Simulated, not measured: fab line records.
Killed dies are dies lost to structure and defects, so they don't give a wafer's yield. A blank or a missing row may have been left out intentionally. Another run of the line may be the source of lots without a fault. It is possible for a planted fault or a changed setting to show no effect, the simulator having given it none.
Matching of chambers -- flow nandHarc -- NHARC_A_BONDPAD_DEP_00 on pecvd-03: 3 sister chambers
The step deposits SiCN, target thk 250 nm. 3 wafers are shown with their chamber, then 9 later ones without.

## WAFERS WITH THEIR CHAMBER
wafer,chamber,heaterPowerW (W)
L089.3,2,688
L089.4,1,458
L089.5,0,521

## WAFERS WITH NO CHAMBER GIVEN
wafer,heaterPowerW (W)
L090.1,596
L090.4,623
L090.6,625
L094.2,596
L094.5,647
L094.6,465
L097.2,615
L097.5,564
L097.6,651

## CHAMBER TAKEN BY EACH
wafer,from the rows above,in truth
L090.1,can't be placed: 0 or 2 or 1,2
L090.4,can't be placed: 2 or 0 or 1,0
L090.6,can't be placed: 2 or 0 or 1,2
L094.2,can't be placed: 0 or 2 or 1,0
L094.5,can't be placed: 2 or 0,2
L094.6,can't be placed: 1 or 0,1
L097.2,can't be placed: 2 or 0 or 1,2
L097.5,can't be placed: 0 or 1 or 2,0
L097.6,can't be placed: 2 or 0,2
Placed correctly: 0 of 9. From these rows, 9 cannot be placed; in 9 the true chamber is one of the candidates. 0 placed wrongly.
How it was worked out, from the rows above alone: a wafer's distance from a chamber is the root of the sum, over the readings, of the square of ((its reading less the chamber's mean) divided by the reading's scatter). If the next closest chamber is less than 2 further off than the closest, the wafer can't be placed; otherwise it belongs to the closest. Each chamber's mean is taken over the wafers shown for it. The scatter: with one shown wafer a chamber, the root of the mean of the squares of how far each hidden wafer lies from its nearest shown one.
